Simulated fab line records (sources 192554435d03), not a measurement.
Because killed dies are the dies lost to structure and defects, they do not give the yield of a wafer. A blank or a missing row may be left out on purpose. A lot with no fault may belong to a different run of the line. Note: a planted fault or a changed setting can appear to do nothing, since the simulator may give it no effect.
fab line records    flow n5_finfet
record: lots: 24  wafers: 72  last_day: 17
route steps=1938 shown BEOL_M11@1551 BEOL_M12@1603
lots with no fault: from the same line, run without faults
start_h: the number of hours between the record's first day and the start of the first shown wafer of the lot    wait_h: how many hours have passed since the lot's step before this one    " the same as in the row above    L1.1+2: a single row standing in for several wafers    - no value, or no start was given    * or withheld: withheld    < > ~ a bound
route shown NAME@n: names a module that has steps shown in the file, with the first one's number in the route    usual: mean/standard deviation taken from wafers without a fault    same: alike in all rows    chamber/n: place in a boat    sites: the reading at each site    _std_site: their standard deviation    _edge_site: outer sites' mean less inner sites'    radius_mm: for every site, how far away it sits from the centre of the wafer    mask NAME#n: copy n    behind: tool/chamber where the wafer was last shaped    hold: why the lot went on hold/how many hours it stayed there/how the hold came to an end    device: whichever transistor did not switch (one of n, p or np)    end of line: tests run on the same wafers once the route is complete    a step given without rows: its recipe and nothing more    killed: dies lost to structure and defects at the first sort, not the wafer's yield    map: a wafer's dies, marking killed ones x, the rest . and places with no die _
set.NAME: the setting the step ran with; set.NAME@STEP: the setting that earlier step ran with    model.NAME: the simulator's own value behind a step, which no gauge read
the route's steps for a sample of lots (tables are steps, rows are wafers)
services: the hour from which a tool's chamber was out of use, counted from the record's first day as start_h (under 0 if before that day), plus the number of hours and why
== steps ==
step: N5_BEOL_M11_INSPECT_13
recipe: mode: adi  inspect_instrument: brightfield
usual: raw_defect_count: 477/91
lot.wafer  tool               chamber  start_h  wait_h  raw_defect_count
L075.3     defect_inspect-02  -        238.46   0.0     540
L075.4     "                  -        "        "       424
L075.5     "                  -        "        "       561
L074.3     defect_inspect-01  -        238.94   0.0     397
L074.5     "                  -        "        "       472
L074.6     "                  -        "        "       411
L076.2     defect_inspect-01  -        242.73   0.0     351
L076.4     "                  -        "        "       297
L076.5     "                  -        "        "       363
L077.1     defect_inspect-02  -        247.52   0.0     563
L077.3     "                  -        "        "       515
L077.5     "                  -        "        "       525
L078.4     defect_inspect-01  -        247.68   0.0     360
L078.5     "                  -        "        "       427
L078.6     "                  -        "        "       499
L079.2     defect_inspect-01  -        252.30   0.0     533
L079.3     "                  -        "        "       479
L079.6     "                  -        "        "       549
L080.2     defect_inspect-01  -        268.87   0.0     603
L080.3     "                  -        "        "       476
L080.5     "                  -        "        "       449
L081.1     defect_inspect-02  -        275.03   0.0     544
L081.3     "                  -        "        "       501
L081.6     "                  -        "        "       507
L082.1     defect_inspect-01  -        283.51   0.0     509
L082.4     "                  -        "        "       538
L082.6     "                  -        "        "       396
L083.1     defect_inspect-01  -        286.99   0.0     371
L083.3     "                  -        "        "       457
L083.4     "                  -        "        "       451
L084.2     defect_inspect-01  -        298.97   0.0     455
L084.5     "                  -        "        "       363
L084.6     "                  -        "        "       513
L085.3     defect_inspect-01  -        299.14   0.0     398
L085.4     "                  -        "        "       453
L085.6     "                  -        "        "       430
L087.2     defect_inspect-01  -        308.89   0.0     584
L087.3     "                  -        "        "       475
L087.6     "                  -        "        "       413
L088.4     defect_inspect-02  -        309.11   0.0     382
L088.5     "                  -        "        "       351
L088.6     "                  -        "        "       377
L089.1     defect_inspect-02  -        316.50   0.0     576
L089.3     "                  -        "        "       591
L089.4     "                  -        "        "       569
L086.2     defect_inspect-02  -        316.67   0.0     482
L086.4     "                  -        "        "       422
L086.5     "                  -        "        "       407
L090.1     defect_inspect-01  -        319.26   0.0     472
L090.2     "                  -        "        "       540
L090.6     "                  -        "        "       355
L092.2     defect_inspect-02  -        332.90   0.0     538
L092.3     "                  -        "        "       718
L092.6     "                  -        "        "       612
L091.1     defect_inspect-02  -        336.34   0.0     388
L091.2     "                  -        "        "       565
L091.3     "                  -        "        "       519
L095.2     defect_inspect-01  -        346.87   0.0     506
L095.3     "                  -        "        "       497
L095.5     "                  -        "        "       511
L093.1     defect_inspect-01  -        347.05   0.0     497
L093.2     "                  -        "        "       485
L093.6     "                  -        "        "       399
L094.1     defect_inspect-01  -        354.28   0.0     337
L094.2     "                  -        "        "       333
L094.6     "                  -        "        "       362
L096.2     defect_inspect-02  -        354.62   0.0     458
L096.5     "                  -        "        "       514
L096.6     "                  -        "        "       448
L097.4     defect_inspect-02  -        361.69   0.0     611
L097.5     "                  -        "        "       576
L097.6     "                  -        "        "       365
step: N5_BEOL_M11_CD_MEAS_28
recipe: target_cd_nm: 70  landing_energy_ev: 500  detector: se_inlens  polarity: opening
usual: cd_nm: 69.9/0.73
lot.wafer  tool       chamber  start_h  wait_h  cd_nm
L074.3     cd_sem-03  0        241.23   -       69.9
L074.5     "          0        "        "       70.0
L074.6     "          0        "        "       69.9
L075.3     cd_sem-03  0        241.53   -       69.8
L075.4     "          0        "        "       68.2
L075.5     "          0        "        "       70.2
L076.2     cd_sem-01  0        243.98   -       71.4
L076.4     "          0        "        "       70.4
L076.5     "          0        "        "       69.5
L078.4     cd_sem-01  0        250.80   -       70.7
L078.5     "          0        "        "       70.3
L078.6     "          0        "        "       70.2
L077.1     cd_sem-03  0        250.96   -       68.9
L077.3     "          0        "        "       70.8
L077.5     "          0        "        "       70.1
L079.2     cd_sem-02  0        254.26   -       69.7
L079.3     "          0        "        "       70.4
L079.6     "          0        "        "       69.6
L080.2     cd_sem-01  0        271.29   -       68.7
L080.3     "          0        "        "       70.2
L080.5     "          0        "        "       70.1
L081.1     cd_sem-03  0        278.29   -       68.9
L081.3     "          0        "        "       68.9
L081.6     "          0        "        "       70.1
L082.1     cd_sem-03  0        287.73   -       68.1
L082.4     "          0        "        "       69.2
L082.6     "          0        "        "       69.7
L083.1     cd_sem-03  0        288.76   -       69.1
L083.3     "          0        "        "       70.7
L083.4     "          0        "        "       69.7
L084.2     cd_sem-01  0        301.45   -       69.8
L084.5     "          0        "        "       70.2
L084.6     "          0        "        "       70.8
L085.3     cd_sem-01  0        301.62   -       70.3
L085.4     "          0        "        "       71.2
L085.6     "          0        "        "       70.7
L087.2     cd_sem-03  0        310.00   -       70.7
L087.3     "          0        "        "       69.9
L087.6     "          0        "        "       69.4
L088.4     cd_sem-01  0        310.18   -       71.5
L088.5     "          0        "        "       71.1
L088.6     "          0        "        "       70.9
L089.1     cd_sem-01  0        317.84   -       70.3
L089.3     "          0        "        "       71.3
L089.4     "          0        "        "       70.4
L086.2     cd_sem-03  0        318.01   -       69.2
L086.4     "          0        "        "       70.5
L086.5     "          0        "        "       69.4
L090.1     cd_sem-02  0        320.14   -       69.5
L090.2     "          0        "        "       69.9
L090.6     "          0        "        "       69.5
L092.2     cd_sem-02  0        335.07   -       70.4
L092.3     "          0        "        "       70.7
L092.6     "          0        "        "       71.7
L091.1     cd_sem-03  0        337.51   -       70.0
L091.2     "          0        "        "       70.7
L091.3     "          0        "        "       69.9
L095.2     cd_sem-02  0        348.71   -       70.1
L095.3     "          0        "        "       69.4
L095.5     "          0        "        "       69.5
L093.1     cd_sem-01  0        348.92   -       70.5
L093.2     "          0        "        "       70.5
L093.6     "          0        "        "       71.1
L094.1     cd_sem-02  0        355.71   -       70.0
L094.2     "          0        "        "       69.7
L094.6     "          0        "        "       69.4
L096.2     cd_sem-01  0        356.08   -       70.4
L096.5     "          0        "        "       69.6
L096.6     "          0        "        "       69.8
L097.4     cd_sem-02  0        365.27   -       69.2
L097.5     "          0        "        "       70.0
L097.6     "          0        "        "       68.0
step: N5_BEOL_M11_OCD_MEAS_38
usual: trench_depth_nm: 149.0/2.7
lot.wafer  tool    chamber  start_h  wait_h  trench_depth_nm
L074.3     ocd-01  -        241.81   -       152.6
L074.5     "       -        "        "       149.8
L074.6     "       -        "        "       151.1
L075.3     ocd-02  -        242.40   -       149.6
L075.4     "       -        "        "       148.6
L075.5     "       -        "        "       148.6
L076.2     ocd-01  -        244.56   -       146.3
L076.4     "       -        "        "       146.9
L076.5     "       -        "        "       147.0
L078.4     ocd-02  -        251.38   -       152.6
L078.5     "       -        "        "       148.6
L078.6     "       -        "        "       150.1
L077.1     ocd-01  -        251.54   -       148.1
L077.3     "       -        "        "       144.0
L077.5     "       -        "        "       146.1
L079.2     ocd-02  -        255.21   -       147.0
L079.3     "       -        "        "       144.3
L079.6     "       -        "        "       149.6
L080.2     ocd-02  -        273.05   -       148.6
L080.3     "       -        "        "       146.7
L080.5     "       -        "        "       148.8
L081.1     ocd-01  -        280.71   -       145.5
L081.3     "       -        "        "       151.4
L081.6     "       -        "        "       146.2
L082.1     ocd-02  -        288.65   -       145.7
L082.4     "       -        "        "       143.7
L082.6     "       -        "        "       146.1
L083.1     ocd-02  -        289.78   -       152.3
L083.3     "       -        "        "       149.6
L083.4     "       -        "        "       146.2
L084.2     ocd-01  -        302.03   -       150.9
L084.5     "       -        "        "       147.9
L084.6     "       -        "        "       147.2
L085.3     ocd-01  -        302.50   -       147.2
L085.4     "       -        "        "       146.5
L085.6     "       -        "        "       153.5
L087.2     ocd-02  -        310.58   -       148.6
L087.3     "       -        "        "       148.8
L087.6     "       -        "        "       146.4
L088.4     ocd-01  -        310.88   -       150.8
L088.5     "       -        "        "       147.9
L088.6     "       -        "        "       150.9
L089.1     ocd-02  -        318.42   -       151.8
L089.3     "       -        "        "       147.7
L089.4     "       -        "        "       152.9
L086.2     ocd-01  -        318.89   -       152.3
L086.4     "       -        "        "       148.1
L086.5     "       -        "        "       148.4
L090.1     ocd-01  -        320.73   -       152.0
L090.2     "       -        "        "       146.5
L090.6     "       -        "        "       152.3
L092.2     ocd-01  -        335.65   -       148.5
L092.3     "       -        "        "       152.3
L092.6     "       -        "        "       147.4
L091.1     ocd-01  -        338.18   -       148.4
L091.2     "       -        "        "       150.8
L091.3     "       -        "        "       153.0
L095.2     ocd-02  -        349.29   -       149.4
L095.3     "       -        "        "       153.3
L095.5     "       -        "        "       153.6
L093.1     ocd-02  -        349.50   -       152.3
L093.2     "       -        "        "       147.0
L093.6     "       -        "        "       151.3
L094.1     ocd-02  -        356.29   -       149.9
L094.2     "       -        "        "       151.9
L094.6     "       -        "        "       149.3
L096.2     ocd-01  -        356.94   -       145.8
L096.5     "       -        "        "       147.2
L096.6     "       -        "        "       152.6
L097.4     ocd-01  -        365.85   -       148.5
L097.5     "       -        "        "       148.3
L097.6     "       -        "        "       152.3
step: N5_BEOL_M11_CURE_72
recipe: temp_c: 370  time_s: 120  ambient: DMADMS/He  material: SiCOH_lowk
usual: lamp_power_pct: 52.31/0.051  wafer_temp_C_max: 371.6/0.67
lot.wafer  tool        chamber  start_h  wait_h  lamp_power_pct  wafer_temp_C_max
L074.3     uv_cure-03  2        242.10   0.1     52.28           371.9
L074.5     "           2        "        "       52.31           371.3
L074.6     "           2        "        "       52.30           371.4
L075.3     uv_cure-02  1        242.69   0.1     52.29           370.8
L075.4     "           1        "        "       52.38           370.8
L075.5     "           1        "        "       52.26           370.9
L076.2     uv_cure-02  1        244.81   0.1     52.30           371.3
L076.4     "           1        "        "       52.27           371.3
L076.5     "           1        "        "       52.27           371.3
L078.4     uv_cure-02  2        251.72   0.2     52.24           372.3
L078.5     "           2        "        "       52.39           371.8
L078.6     "           2        "        "       52.34           372.0
L077.1     uv_cure-01  2        251.74   0.0     52.27           373.4
L077.3     "           2        "        "       52.27           372.3
L077.5     "           2        "        "       52.32           372.9
L079.2     uv_cure-03  1        255.45   0.1     52.26           371.5
L079.3     "           1        "        "       52.34           371.1
L079.6     "           1        "        "       52.25           371.0
L080.2     uv_cure-03  2        273.30   0.1     52.39           371.4
L080.3     "           2        "        "       52.38           370.9
L080.5     "           2        "        "       52.25           371.2
L081.1     uv_cure-02  2        280.90   0.0     52.33           372.1
L081.3     "           2        "        "       52.37           372.3
L081.6     "           2        "        "       52.23           371.9
L082.1     uv_cure-01  1        289.12   0.3     52.36           371.3
L082.4     "           1        "        "       52.34           372.1
L082.6     "           1        "        "       52.34           371.6
L083.1     uv_cure-02  1        289.97   0.0     52.28           371.2
L083.3     "           1        "        "       52.39           370.6
L083.4     "           1        "        "       52.30           370.9
L084.2     uv_cure-03  2        302.29   0.1     52.32           371.1
L084.5     "           2        "        "       52.27           370.9
L084.6     "           2        "        "       52.32           371.9
L085.3     uv_cure-01  2        302.80   0.1     52.32           372.3
L085.4     "           2        "        "       52.33           374.1
L085.6     "           2        "        "       52.35           373.1
L087.2     uv_cure-02  1        311.07   0.2     52.34           371.0
L087.3     "           1        "        "       52.36           370.7
L087.6     "           1        "        "       52.36           370.6
L088.4     uv_cure-01  1        311.23   0.2     52.35           372.0
L088.5     "           1        "        "       52.24           371.2
L088.6     "           1        "        "       52.32           371.6
L089.1     uv_cure-01  1        318.71   0.0     52.28           371.8
L089.3     "           1        "        "       52.35           371.6
L089.4     "           1        "        "       52.35           372.1
L086.2     uv_cure-03  0        319.26   0.2     52.33           371.7
L086.4     "           0        "        "       52.28           372.0
L086.5     "           0        "        "       52.30           371.9
L090.1     uv_cure-01  0        320.94   0.0     52.34           371.3
L090.2     "           0        "        "       52.29           371.3
L090.6     "           0        "        "       52.38           371.5
L092.2     uv_cure-01  0        335.90   0.1     52.36           371.0
L092.3     "           0        "        "       52.35           371.4
L092.6     "           0        "        "       52.27           371.1
L091.1     uv_cure-03  1        338.38   0.0     52.27           371.2
L091.2     "           1        "        "       52.35           371.5
L091.3     "           1        "        "       52.28           371.4
L095.2     uv_cure-01  1        349.54   0.1     52.26           372.1
L095.3     "           1        "        "       52.36           372.3
L095.5     "           1        "        "       52.36           371.6
L093.1     uv_cure-02  0        349.71   0.0     52.32           372.5
L093.2     "           0        "        "       52.33           372.3
L093.6     "           0        "        "       52.40           373.7
L094.1     uv_cure-03  1        356.48   0.0     52.44           370.8
L094.2     "           1        "        "       52.35           371.2
L094.6     "           1        "        "       52.31           371.7
L096.2     uv_cure-01  0        357.19   0.1     52.21           371.0
L096.5     "           0        "        "       52.26           371.7
L096.6     "           0        "        "       52.32           370.8
L097.4     uv_cure-02  2        366.20   0.2     52.34           371.9
L097.5     "           2        "        "       52.31           371.3
L097.6     "           2        "        "       52.39           371.6
step: N5_BEOL_M12_THK_MEAS_01
recipe: reads: SiOC_of_BEOL_M12_ILD_DEP_00
usual: M12_ILD_THK: 660/8.2
lot.wafer  tool           chamber  start_h  wait_h  M12_ILD_THK[nm]
L074.3     film_metro-01  -        244.69   0.1     647
L074.5     "              -        "        "       660
L074.6     "              -        "        "       663
L075.3     film_metro-02  -        246.37   0.1     652
L075.4     "              -        "        "       657
L075.5     "              -        "        "       666
L076.2     film_metro-01  -        248.87   0.1     660
L076.4     "              -        "        "       668
L076.5     "              -        "        "       669
L078.4     film_metro-01  -        254.42   0.0     661
L078.5     "              -        "        "       664
L078.6     "              -        "        "       658
L077.1     film_metro-02  -        254.74   0.1     662
L077.3     "              -        "        "       653
L077.5     "              -        "        "       659
L079.2     film_metro-01  -        259.23   0.1     655
L079.3     "              -        "        "       664
L079.6     "              -        "        "       662
L080.2     film_metro-02  -        276.37   0.1     653
L080.3     "              -        "        "       665
L080.5     "              -        "        "       664
L081.1     film_metro-01  -        284.25   0.1     656
L081.3     "              -        "        "       658
L081.6     "              -        "        "       673
L082.1     film_metro-02  -        291.76   0.1     645
L082.4     "              -        "        "       642
L082.6     "              -        "        "       655
L083.1     film_metro-01  -        294.40   0.1     648
L083.3     "              -        "        "       645
L083.4     "              -        "        "       667
L084.2     film_metro-02  -        304.75   0.1     644
L084.5     "              -        "        "       664
L084.6     "              -        "        "       655
L085.3     film_metro-02  -        306.17   0.1     657
L085.4     "              -        "        "       661
L085.6     "              -        "        "       673
L088.4     film_metro-02  -        314.31   0.0     663
L088.5     "              -        "        "       656
L088.6     "              -        "        "       663
L087.2     film_metro-02  -        314.88   0.1     653
L087.3     "              -        "        "       660
L087.6     "              -        "        "       673
L089.1     film_metro-02  -        322.40   0.1     651
L089.3     "              -        "        "       656
L089.4     "              -        "        "       657
L086.2     film_metro-02  -        322.62   0.1     662
L086.4     "              -        "        "       670
L086.5     "              -        "        "       672
L090.1     film_metro-02  -        324.12   0.1     653
L090.2     "              -        "        "       662
L090.6     "              -        "        "       677
L092.2     film_metro-02  -        338.16   0.1     659
L092.3     "              -        "        "       658
L092.6     "              -        "        "       667
L091.1     film_metro-01  -        342.61   0.1     643
L091.2     "              -        "        "       652
L091.3     "              -        "        "       646
L095.2     film_metro-02  -        352.42   0.1     654
L095.3     "              -        "        "       659
L095.5     "              -        "        "       664
L093.1     film_metro-02  -        353.12   0.1     669
L093.2     "              -        "        "       663
L093.6     "              -        "        "       677
L094.1     film_metro-01  -        359.12   0.1     667
L094.2     "              -        "        "       657
L094.6     "              -        "        "       666
L096.2     film_metro-02  -        360.09   0.1     662
L096.5     "              -        "        "       669
L096.6     "              -        "        "       675
L097.4     film_metro-01  -        369.36   0.0     665
L097.5     "              -        "        "       659
L097.6     "              -        "        "       664
step: N5_BEOL_M12_DESCUM_33
recipe: chemistry: O2  time_s: 7.9  source_power_w: 50  bias_power_w: 20  pressure_mtorr: 20  rf_frequency_hz: 2.712e+07  temp_c: 40  o2_flow_sccm: 225
usual: drypump_motor_current_A: 5.7/0.48  oes_product_au: 0.79/0.085  rf_vpp_V: 243.3/1.5  showerhead_plenum_p_Torr: 2.11/0.078  temp_c: 40.00/0.12  throttle_valve_pct: 20.28/0.22
lot.wafer  tool         chamber  start_h  wait_h  drypump_motor_current_A  oes_product_au  rf_hours_counter_h  rf_vpp_V  showerhead_plenum_p_Torr  temp_c  throttle_valve_pct
L074.3     rie_diel-01  3        246.22   0.0     5.1                      0.78            87                  244.5     2.20                      39.87   20.11
L074.5     "            0        "        "       5.5                      0.92            -                   243.8     2.14                      40.09   19.83
L074.6     "            2        "        "       5.4                      0.80            -                   245.3     2.21                      39.96   20.25
L075.3     rie_diel-03  3        247.88   0.1     6.3                      0.77            151                 242.5     2.00                      39.88   20.32
L075.4     "            2        "        "       6.6                      0.69            230                 243.9     2.15                      40.02   20.74
L075.5     "            3        "        "       6.3                      0.76            -                   241.1     2.00                      39.86   20.33
L076.2     rie_diel-03  1        250.29   0.0     5.7                      0.77            126                 243.8     2.19                      40.14   20.10
L076.4     "            2        "        "       6.6                      0.69            232                 243.3     2.15                      40.01   20.75
L076.5     "            2        "        "       6.6                      0.69            -                   242.3     2.15                      40.00   20.75
L078.4     rie_diel-03  1        256.33   0.0     5.6                      0.77            128                 244.7     2.19                      40.14   20.11
L078.5     "            2        "        "       6.6                      0.69            -                   244.1     2.15                      40.21   20.75
L078.6     "            1        "        "       5.6                      0.76            -                   245.1     2.19                      40.07   20.10
L077.1     rie_diel-05  1        256.37   0.0     6.2                      0.93            13                  241.9     2.05                      39.99   20.17
L077.3     "            0        "        "       5.2                      0.69            248                 243.9     2.15                      39.87   20.59
L077.5     "            3        "        "       5.4                      0.72            -                   243.0     2.06                      39.90   20.56
L079.2     rie_diel-01  3        260.66   0.0     5.1                      0.77            92                  243.3     2.20                      40.11   20.11
L079.3     "            2        "        "       5.4                      0.80            104                 245.7     2.21                      40.17   20.26
L079.6     "            2        "        "       5.4                      0.79            -                   244.9     2.21                      40.07   20.25
L080.2     rie_diel-01  2        277.85   0.0     5.4                      0.79            109                 243.8     2.21                      39.92   20.27
L080.3     "            1        "        "       6.1                      0.70            229                 241.3     1.98                      39.99   20.33
L080.5     "            1        "        "       6.1                      0.70            -                   241.5     1.98                      39.95   20.32
L081.1     rie_diel-01  1        285.94   0.2     6.1                      0.70            231                 240.4     1.98                      39.97   20.32
L081.3     "            2        "        "       5.4                      0.79            111                 245.2     2.21                      39.81   20.26
L081.6     "            2        "        "       5.4                      0.79            -                   244.8     2.21                      39.81   20.28
L082.1     rie_diel-03  0        293.20   0.0     6.3                      0.84            66                  242.1     2.04                      39.93   20.38
L082.4     "            3        "        "       6.2                      0.74            168                 241.1     2.00                      40.09   20.34
L082.6     "            0        "        "       6.3                      0.84            -                   242.0     2.04                      40.01   20.38
L083.1     rie_diel-01  3        295.95   0.0     5.1                      0.77            105                 244.0     2.19                      39.85   20.14
L083.3     "            0        "        "       5.5                      0.89            36                  243.7     2.13                      39.98   19.84
L083.4     "            2        "        "       5.4                      0.79            115                 245.6     2.20                      40.08   20.26
L084.2     rie_diel-05  3        306.04   0.0     5.3                      0.69            238                 241.6     2.06                      40.06   20.61
L084.5     "            0        "        "       5.2                      0.93            -                   244.7     2.15                      39.95   20.19
L084.6     "            1        "        "       6.2                      0.88            -                   242.3     2.04                      39.83   20.20
L085.3     rie_diel-01  1        307.75   0.0     6.1                      0.69            238                 241.1     1.98                      39.84   20.33
L085.4     "            3        "        "       5.1                      0.76            111                 245.3     2.19                      40.11   20.14
L085.6     "            1        "        "       6.1                      0.70            -                   241.7     1.98                      39.85   20.33
L088.4     rie_diel-05  0        315.89   0.2     5.2                      0.93            10                  243.9     2.15                      40.19   20.20
L088.5     "            0        "        "       5.2                      0.93            -                   244.0     2.15                      40.17   20.20
L088.6     "            3        "        "       5.4                      0.69            -                   242.2     2.05                      40.15   20.60
L087.2     rie_diel-01  3        316.44   0.2     5.1                      0.76            114                 244.1     2.19                      40.02   20.14
L087.3     "            2        "        "       5.4                      0.77            123                 244.8     2.20                      40.00   20.28
L087.6     "            1        "        "       6.1                      0.68            -                   241.2     1.98                      40.16   20.34
L089.1     rie_diel-03  1        324.02   0.0     5.7                      0.74            152                 245.9     2.18                      39.91   20.16
L089.3     "            3        "        "       6.3                      0.74            179                 242.0     2.00                      39.76   20.37
L089.4     "            1        "        "       5.7                      0.75            -                   245.7     2.18                      39.98   20.16
L086.2     rie_diel-05  0        324.36   0.0     5.2                      0.92            13                  244.6     2.14                      40.20   20.20
L086.4     "            1        "        "       6.1                      0.88            39                  243.8     2.04                      39.83   20.21
L086.5     "            3        "        "       5.4                      0.69            -                   241.6     2.05                      39.93   20.61
L090.1     rie_diel-05  3        325.58   0.1     5.4                      0.69            245                 243.2     2.05                      39.99   20.60
L090.2     "            0        "        "       5.2                      0.91            14                  244.3     2.14                      40.07   20.20
L090.6     "            1        "        "       6.1                      0.87            -                   242.0     2.04                      40.00   20.22
L092.2     rie_diel-01  3        339.71   0.0     5.1                      0.75            123                 244.6     2.18                      40.06   20.18
L092.3     "            2        "        "       5.4                      0.77            -                   246.4     2.20                      39.70   20.32
L092.6     "            3        "        "       5.1                      0.74            -                   245.2     2.18                      40.03   20.16
L091.1     rie_diel-05  3        344.38   0.2     5.3                      0.69            252                 240.8     2.05                      39.90   20.64
L091.2     "            1        "        "       6.2                      0.88            48                  241.2     2.04                      39.93   20.22
L091.3     "            0        "        "       5.2                      0.90            23                  244.7     2.14                      40.28   20.21
L095.2     rie_diel-03  1        354.16   0.1     5.7                      0.73            165                 244.7     2.18                      39.90   20.16
L095.3     "            2        "        "       6.6                      0.95            4                   244.3     2.14                      40.10   20.34
L095.5     "            1        "        "       5.7                      0.73            -                   246.4     2.18                      39.87   20.17
L093.1     rie_diel-05  0        354.82   0.3     5.2                      0.89            28                  245.4     2.14                      40.09   20.24
L093.2     "            3        "        "       5.4                      0.68            257                 242.3     2.05                      39.95   20.63
L093.6     "            0        "        "       5.2                      0.88            -                   243.2     2.14                      39.96   20.22
L094.1     rie_diel-05  1        360.55   0.0     6.1                      0.85            55                  242.2     2.03                      39.86   20.24
L094.2     "            0        "        "       5.2                      0.88            30                  244.2     2.14                      39.95   20.23
L094.6     "            0        "        "       5.2                      0.88            -                   241.7     2.14                      39.99   20.21
L096.2     rie_diel-01  0        362.07   0.0     5.5                      0.85            60                  241.9     2.12                      39.87   19.87
L096.5     "            1        "        "       6.1                      0.95            -                   244.4     2.23                      40.12   20.03
L096.6     "            2        "        "       5.4                      0.76            -                   244.4     2.19                      40.15   20.34
L097.4     rie_diel-01  3        370.79   0.0     5.1                      0.74            137                 245.0     2.18                      40.13   20.17
L097.5     "            3        "        "       5.1                      0.74            -                   243.6     2.18                      39.98   20.19
L097.6     "            2        "        "       5.4                      0.75            -                   244.1     2.19                      40.12   20.32
== services ==
tool         chamber  start_h  hours  kind
uv_cure-03   -        223.53   5.0    pm
rie_diel-01  0        225.59   5.0    repair
rie_diel-01  1        246.01   6.7    repair
rie_diel-05  0        261.01   -      clean
rie_diel-05  0        261.01   -      consumable_replace:focus_ring
rie_diel-05  0        261.01   24.8   scheduled_down
rie_diel-05  0        261.01   24.8   vent_cycle
rie_diel-01  1        300.08   2.1    repair
rie_diel-03  -        306.71   2.8    pm
rie_diel-03  2        315.09   11.2   repair
uv_cure-02   -        322.44   2.1    pm
uv_cure-01   -        328.79   3.4    pm
rie_diel-05  3        331.50   3.1    repair
rie_diel-05  2        334.65   -      clean
rie_diel-05  2        334.65   -      consumable_replace:focus_ring
rie_diel-05  2        334.65   20.5   scheduled_down
rie_diel-05  2        334.65   20.5   vent_cycle
rie_diel-01  1        337.69   -      clean
rie_diel-01  1        337.69   -      consumable_replace:focus_ring
rie_diel-01  1        337.69   -      consumable_replace:showerhead
rie_diel-01  1        337.69   13.0   scheduled_down
rie_diel-01  1        337.69   13.0   vent_cycle
rie_diel-01  0        338.64   8.2    repair
uv_cure-03   -        352.65   2.1    pm
== key ==
fault none
